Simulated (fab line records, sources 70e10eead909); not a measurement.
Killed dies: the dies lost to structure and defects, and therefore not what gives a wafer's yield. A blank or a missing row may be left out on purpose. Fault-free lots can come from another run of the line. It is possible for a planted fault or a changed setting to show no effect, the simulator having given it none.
fab line records	flow nandHarc	part 2 of 2: steps 4 to 6 of 6
record lots=24	wafers=72	lastDay=25
route steps=1159 shown A_STAIRCASE@621
lots untouched by any fault: they come from a run of this same line in which no faults occurred
startH: hours from the record's first day to the start of the lot's first wafer shown	waitH: hours elapsed since this lot's preceding step	" same as the row above	L1.1+2: one row covering several wafers at once	- no value, or no start was given	* or withheld: withheld	< > ~ a bound
route shown NAME@n: a module of which the file shows steps, and the number in the route of the first	usual: average and standard deviation across the fault-free wafers	same: alike in all rows	chamber/n: place in a boat	sites: per-site readings	_std_site: their standard deviation	_edge_site: inner sites' mean taken away from outer sites' mean	radiusMm: for every site, how far away it sits from the centre of the wafer	mask NAME#n: copy n	behind: tool/chamber where the wafer was last shaped	hold: what put the lot on hold/how long, in hours/how the hold closed	device: the transistor (n, p or np) that didn't switch	end of line: the route-end tests of the same wafers	where a step has no rows: the recipe by itself	killed: the dies lost at the first sort to structure and to defects; this is not the yield of the wafer	map: a wafer's dies, x killed, . not, _ none there
set.NAME: the setting that was run; set.NAME@STEP: the one run at that earlier step	model.NAME: the simulator's own value behind a step, which no gauge read
a sample of lots followed through the steps of the route, with each step as a table and each wafer as a row
services: the hour from which a tool's chamber was out of use, counted from the record's first day as startH (under 0 if before that day), plus the number of hours and why
## steps
# step NHARC_A_STAIRCASE_ETCH_453
# recipe targetDepthA=300	overetchA=30	timeS=16.5	ionEnergyEv=100	cf4FlowSccm=80	o2FlowSccm=20	arFlowSccm=0	rfW=300	biasW=100	chemistry=CF4/O2
# usual drypumpMotorCurrentA=5.8/0.46	oes_o_777_au=1.000/0.0045	oesProductAu=1.001/0.013	rfVppV=197.7/1.5	showerheadPlenumPTorr=1.33/0.065	throttleValvePct=13.397/0.0088
lot.wafer	tool	chamber	startH	waitH	drypumpMotorCurrentA	oes_o_777_au	oesProductAu	rfHoursCounterH	rfVppV	showerheadPlenumPTorr	throttleValvePct
L075.2	rieDiel-10	2	-	-	5.6	1.002	0.999	32	197.5	1.30	13.398
L075.4	"	1	"	"	6.3	1.009	1.015	-	195.8	1.23	13.383
L075.5	"	2	"	"	5.6	1.001	1.006	-	197.1	1.30	13.402
L074.2	rieDiel-13	3	-	-	4.9	1.006	1.016	57	196.1	1.26	13.404
L074.4	"	0	"	"	5.2	0.997	1.038	64	196.3	1.23	13.390
L074.5	"	0	"	"	5.2	1.003	1.048	-	196.1	1.23	13.400
L077.1	rieDiel-11	1	-	-	5.2	1.005	0.974	31	195.7	1.26	13.393
L077.4	"	0	"	"	6.1	1.001	1.007	31	198.2	1.35	13.390
L077.6	"	2	"	"	6.5	0.998	1.004	-	198.0	1.35	13.398
L076.1	rieDiel-11	0	-	-	6.1	0.997	0.998	32	197.7	1.35	13.386
L076.2	"	2	"	"	6.5	0.996	0.994	7	198.9	1.35	13.410
L076.5	"	3	"	"	5.9	1.008	1.000	-	196.1	1.32	13.391
L078.1	rieDiel-11	3	-	-	5.9	1.003	1.004	36	197.7	1.32	13.409
L078.3	"	1	"	"	5.2	0.998	0.975	38	194.2	1.25	13.410
L078.5	"	0	"	"	6.1	0.992	0.993	-	198.5	1.35	13.392
L079.4	rieDiel-10	3	-	-	6.0	1.007	0.995	50	198.2	1.37	13.385
L079.5	"	0	"	"	6.3	0.999	0.999	-	197.5	1.41	13.392
L079.6	"	1	"	"	6.3	0.998	0.996	-	195.9	1.23	13.383
L080.3	rieDiel-10	3	-	-	6.0	1.003	0.990	51	197.2	1.37	13.398
L080.4	"	1	"	"	6.3	1.001	1.002	51	195.8	1.23	13.396
L080.5	"	2	"	"	5.6	0.999	0.995	-	195.9	1.29	13.386
L082.2	rieDiel-11	1	-	-	5.2	1.000	0.968	46	195.9	1.25	13.398
L082.3	"	0	"	"	6.0	1.000	0.991	45	199.2	1.35	13.402
L082.5	"	2	"	"	6.5	1.001	1.000	-	197.4	1.35	13.393
L083.1	rieDiel-10	1	-	-	6.3	0.994	1.007	56	195.1	1.23	13.396
L083.3	"	3	"	"	6.0	0.998	0.998	57	197.8	1.37	13.399
L083.2	"	0	"	"	6.3	1.005	0.999	23	200.7	1.41	13.391
L081.2	rieDiel-11	2	-	-	6.5	1.002	0.997	22	196.0	1.35	13.414
L081.3	"	3	"	"	5.9	1.002	1.004	46	197.9	1.32	13.401
L081.5	"	0	"	"	6.1	1.007	0.994	-	197.4	1.35	13.389
L085.1	rieDiel-13	1	-	-	5.5	0.997	0.982	10	196.9	1.30	13.401
L085.2	"	0	"	"	5.2	0.999	1.021	10	199.8	1.44	13.394
L085.6	"	1	"	"	5.5	1.002	0.977	-	196.5	1.30	13.395
L084.2	rieDiel-10	1	-	-	6.3	0.993	1.011	60	195.4	1.23	13.395
L084.1	"	2	"	"	5.6	0.997	1.004	59	196.6	1.29	13.405
L084.3	"	3	"	"	6.0	0.992	1.009	62	200.6	1.37	13.398
L088.4	rieDiel-11	2	-	-	6.5	1.000	0.995	31	198.7	1.35	13.404
L088.2	"	3	"	"	5.9	0.999	0.992	55	198.0	1.31	13.406
L088.1	"	1	"	"	5.2	0.998	0.971	57	195.5	1.25	13.401
L086.3	rieDiel-13	0	-	-	5.3	0.991	1.009	19	198.8	1.44	13.390
L086.1	"	3	"	"	4.9	1.001	1.011	19	196.5	1.25	13.390
L086.6	"	1	"	"	5.6	1.002	0.987	-	197.9	1.30	13.389
L087.3	rieDiel-11	0	-	-	6.1	0.992	0.996	58	198.4	1.34	13.366
L087.4	"	2	"	"	6.5	1.004	0.994	34	197.4	1.35	13.401
L087.5	"	0	"	"	6.1	0.995	1.004	-	197.6	1.34	13.398
L090.2	rieDiel-10	0	-	-	6.3	0.999	0.995	34	198.7	1.41	13.398
L090.3	"	1	"	"	6.3	0.993	1.010	65	199.6	1.45	13.388
L090.4	"	3	"	"	6.0	0.995	1.000	-	198.8	1.36	13.400
L089.1	rieDiel-13	0	-	-	5.2	0.997	1.026	26	199.8	1.44	13.388
L089.2	"	3	"	"	4.9	1.000	1.029	25	196.8	1.25	13.383
L089.5	"	1	"	"	5.6	0.997	1.001	-	198.6	1.29	13.396
L092.3	rieDiel-10	2	-	-	5.6	1.000	1.015	1	195.8	1.29	13.411
L092.1	"	3	"	"	6.0	0.996	1.012	2	198.2	1.36	13.410
L092.5	"	1	"	"	6.3	1.006	1.002	-	198.8	1.44	13.410
L091.1	rieDiel-10	3	-	-	6.0	1.007	1.013	2	195.7	1.36	13.412
L091.2	"	1	"	"	6.3	1.003	0.996	2	200.2	1.44	13.394
L091.6	"	3	"	"	6.0	0.995	1.010	-	199.6	1.36	13.413
L093.3	rieDiel-13	1	-	-	5.5	0.996	0.993	35	197.1	1.29	13.375
L093.6	"	1	"	"	5.5	1.005	1.002	-	197.8	1.29	13.397
L093.5	"	2	"	"	5.4	1.005	0.989	-	197.2	1.39	13.403
L094.4	rieDiel-10	0	-	-	6.3	1.002	1.002	12	199.5	1.41	13.391
L094.3	"	1	"	"	6.3	1.001	0.994	11	198.8	1.44	13.404
L094.2	"	2	"	"	5.6	1.002	1.008	10	196.8	1.29	13.401
L095.2	rieDiel-11	1	-	-	5.2	0.999	1.017	8	195.9	1.25	13.398
L095.4	"	2	"	"	6.5	1.000	1.003	10	196.3	1.34	13.379
L095.5	"	0	"	"	6.1	0.995	0.989	-	199.0	1.34	13.404
L096.4	rieDiel-13	3	-	-	4.9	1.005	1.021	43	197.4	1.25	13.393
L096.1	"	0	"	"	5.3	0.998	1.021	43	198.9	1.44	13.388
L096.3	"	2	"	"	5.4	0.993	0.988	47	198.4	1.39	13.394
L097.4	rieDiel-10	0	-	-	6.2	0.995	0.997	19	199.3	1.40	13.394
L097.3	"	1	"	"	6.3	1.009	1.001	19	200.0	1.44	13.398
L097.6	"	3	"	"	6.0	1.004	1.017	-	198.6	1.36	13.396
# step NHARC_A_STAIRCASE_ALD_415
# recipe targetThkA=300	pulseTimeS=6	aldCycles=300	tempC=300	material=SiO2
# usual heaterPowerW=478/39	precursorPulseHeightRel=1.001/0.019
lot.wafer	tool	chamber	startH	waitH	heaterPowerW	precursorPulseHeightRel
L075.4	aldHk-03	1	258.02	0.5	420	0.992
L075.2	"	2	"	"	491	1.011
L075.5	"	0	"	"	485	1.024
L074.4	aldHk-04	3	260.47	0.1	479	1.017
L074.2	"	2	"	"	546	1.003
L074.5	"	3	"	"	477	0.990
L077.1	aldHk-03	3	275.42	0.5	523	1.009
L077.4	"	0	"	"	492	1.006
L077.6	"	2	"	"	488	0.987
L076.1	aldHk-01	0	279.64	1.1	518	0.978
L076.2	"	1	"	"	477	1.017
L076.5	"	0	"	"	532	0.983
L078.3	aldHk-01	0	286.47	0.1	512	0.963
L078.1	"	1	"	"	481	0.984
L078.5	"	1	"	"	497	1.022
L079.4	aldHk-04	3	293.63	1.5	479	0.977
L079.5	"	0	"	"	426	0.993
L079.6	"	1	"	"	409	1.005
L080.3	aldHk-01	0	296.65	0.5	525	1.004
L080.4	"	1	"	"	482	0.996
L080.5	"	0	"	"	527	1.017
L082.2	aldHk-01	0	308.51	0.3	501	1.008
L082.3	"	2	"	"	432	1.006
L082.5	"	3	"	"	447	1.039
L083.1	aldHk-03	3	308.92	0.3	519	0.995
L083.2	"	0	"	"	501	0.990
L083.3	"	1	"	"	416	1.001
L081.2	aldHk-03	3	317.37	0.3	504	1.010
L081.3	"	0	"	"	490	0.998
L081.5	"	2	"	"	477	1.026
L085.1	aldHk-01	0	318.75	0.3	521	0.996
L085.2	"	2	"	"	432	1.003
L085.6	"	3	"	"	457	1.028
L084.1	aldHk-04	0	323.40	0.3	442	1.026
L084.2	"	1	"	"	392	0.953
L084.3	"	2	"	"	571	1.015
L088.1	aldHk-03	3	337.63	0.1	502	1.002
L088.2	"	0	"	"	502	0.997
L088.4	"	1	"	"	433	0.999
L086.1	aldHk-01	0	339.28	0.1	520	0.991
L086.3	"	1	"	"	480	0.994
L086.6	"	0	"	"	541	0.999
L087.3	aldHk-01	3	342.44	0.1	453	1.007
L087.4	"	1	"	"	496	1.017
L087.5	"	3	"	"	451	1.003
L090.2	aldHk-04	2	351.03	0.1	548	1.012
L090.4	"	3	"	"	468	1.026
L090.3	"	0	"	"	445	1.009
L089.2	aldHk-01	3	352.48	0.3	445	1.030
L089.1	"	1	"	"	482	0.989
L089.5	"	3	"	"	457	0.985
L092.3	aldHk-01	3	371.68	0.1	464	1.008
L092.1	"	1	"	"	497	1.005
L092.5	"	0	"	"	538	1.006
L091.2	aldHk-03	0	373.54	0.1	493	1.017
L091.1	"	3	"	"	514	1.011
L091.6	"	1	"	"	424	1.007
L093.3	aldHk-01	2	377.51	1.4	444	0.995
L093.5	"	3	"	"	452	1.009
L093.6	"	0	"	"	523	0.971
L094.2	aldHk-03	2	393.72	0.1	462	0.992
L094.4	"	0	"	"	504	1.014
L094.3	"	1	"	"	433	0.995
L095.4	aldHk-01	2	401.16	0.2	437	0.996
L095.2	"	1	"	"	490	0.998
L095.5	"	3	"	"	458	1.007
L096.3	aldHk-01	3	402.55	0.3	452	1.006
L096.1	"	1	"	"	505	0.987
L096.4	"	2	"	"	434	1.016
L097.3	aldHk-03	1	412.04	0.5	432	1.031
L097.4	"	2	"	"	470	1.024
L097.6	"	0	"	"	489	0.997
# step NHARC_A_STAIRCASE_ETCHBACK_416
# recipe targetDepthA=360	timeS=7.2	c4f8FlowSccm=withheld	o2FlowSccm=8	arFlowSccm=withheld	rfW=600	biasW=800	chemistry=C4F8/O2/Ar
# usual oesProductAu=0.929/0.021	rfVppV=723/4.6
lot.wafer	tool	chamber	startH	waitH	oesProductAu	rfHoursCounterH	rfVppV
L075.2	rieDiel-11	0	-	-	0.917	28	723
L075.4	"	2	"	"	0.987	3	724
L075.5	"	1	"	"	0.904	-	716
L074.4	rieDiel-11	1	-	-	0.893	29	717
L074.2	"	3	"	"	0.923	28	722
L074.5	"	1	"	"	0.895	-	718
L077.4	rieDiel-10	2	-	-	0.926	40	719
L077.1	"	0	"	"	0.989	9	728
L077.6	"	3	"	"	0.924	-	726
L076.1	rieDiel-10	0	-	-	0.925	11	729
L076.2	"	2	"	"	0.933	41	719
L076.5	"	0	"	"	0.931	-	731
L078.1	rieDiel-10	3	-	-	0.915	48	727
L078.3	"	1	"	"	0.915	49	715
L078.5	"	3	"	"	0.922	-	727
L079.4	rieDiel-11	3	295.72	1.6	0.939	41	721
L079.6	"	2	"	"	0.911	-	724
L079.5	"	3	"	"	0.925	-	722
L080.3	rieDiel-11	0	-	-	0.920	43	724
L080.4	"	2	"	"	0.928	18	722
L080.5	"	0	"	"	0.927	-	723
L082.2	rieDiel-13	0	-	-	0.958	8	730
L082.3	"	2	"	"	0.915	8	727
L082.5	"	0	"	"	0.942	-	732
L083.1	rieDiel-11	2	-	-	0.903	20	724
L083.2	"	0	"	"	0.910	46	726
L083.3	"	1	"	"	0.900	47	716
L081.3	rieDiel-11	0	-	-	0.923	49	724
L081.2	"	2	"	"	0.914	23	724
L081.5	"	0	"	"	0.915	-	724
L085.2	rieDiel-11	0	-	-	0.920	49	724
L085.1	"	1	"	"	0.903	50	717
L085.6	"	3	"	"	0.926	-	720
L084.1	rieDiel-10	2	-	-	0.930	60	720
L084.3	"	3	"	"	0.915	63	725
L084.2	"	1	"	"	0.926	61	715
L088.1	rieDiel-10	2	-	-	0.932	64	719
L088.2	"	0	"	"	0.922	31	727
L088.4	"	3	"	"	0.933	-	727
L086.3	rieDiel-13	1	-	-	0.906	21	721
L086.1	"	0	"	"	0.949	22	731
L086.6	"	2	"	"	0.923	-	728
L087.3	rieDiel-13	1	-	-	0.925	22	718
L087.4	"	2	"	"	0.915	21	729
L087.5	"	3	"	"	0.936	-	717
L090.2	rieDiel-13	3	-	-	0.944	26	717
L090.4	"	0	"	"	0.941	27	730
L090.3	"	1	"	"	0.914	27	721
L089.1	rieDiel-13	3	-	-	0.942	26	716
L089.2	"	2	"	"	0.928	26	728
L089.5	"	0	"	"	0.941	-	731
L092.1	rieDiel-13	3	-	-	0.938	32	717
L092.3	"	0	"	"	0.943	33	731
L092.5	"	3	"	"	0.946	-	717
L091.2	rieDiel-10	0	-	-	0.910	5	729
L091.1	"	1	"	"	0.916	4	731
L091.6	"	1	"	"	0.920	-	731
L093.3	rieDiel-13	3	-	-	0.938	34	717
L093.6	"	0	"	"	0.941	-	730
L093.5	"	1	"	"	0.924	-	720
L094.4	rieDiel-11	0	-	-	0.990	7	723
L094.2	"	2	"	"	1.005	9	723
L094.3	"	3	"	"	0.996	9	721
L095.2	rieDiel-11	2	-	-	0.925	11	724
L095.4	"	3	"	"	0.923	11	720
L095.5	"	3	"	"	0.915	-	721
L096.3	rieDiel-11	2	-	-	0.923	12	724
L096.1	"	0	"	"	0.909	10	722
L096.4	"	1	"	"	0.941	10	717
L097.4	rieDiel-10	0	-	-	0.926	20	726
L097.3	"	2	"	"	0.927	20	720
L097.6	"	3	"	"	0.942	-	725
## services
tool	chamber	startH	hours	kind
rieDiel-11	0	223.21	-	clean
rieDiel-11	1	223.21	-	clean
rieDiel-11	2	223.21	-	clean
rieDiel-11	3	223.21	-	clean
aldHk-01	-	231.53	10.0	pm
rieDiel-11	-	237.80	0.4	repair
rieDiel-11	0	247.79	-	clean
rieDiel-11	1	247.79	-	clean
rieDiel-11	2	247.79	-	clean
rieDiel-11	3	247.79	-	clean
rieDiel-11	0	272.29	-	clean
rieDiel-11	1	272.29	-	clean
rieDiel-11	2	272.29	-	clean
rieDiel-11	3	272.29	-	clean
rieDiel-11	0	296.81	-	clean
aldHk-03	-	322.66	10.0	pm
aldHk-01	-	325.71	0.7	repair
rieDiel-10	2	344.04	9.2	repair
rieDiel-10	-	353.50	9.0	pm
rieDiel-11	-	366.65	9.0	pm
aldHk-04	-	372.47	2.4	repair
rieDiel-10	3	373.61	6.9	repair
aldHk-01	-	409.53	10.0	pm
rieDiel-13	2	413.52	13.1	repair
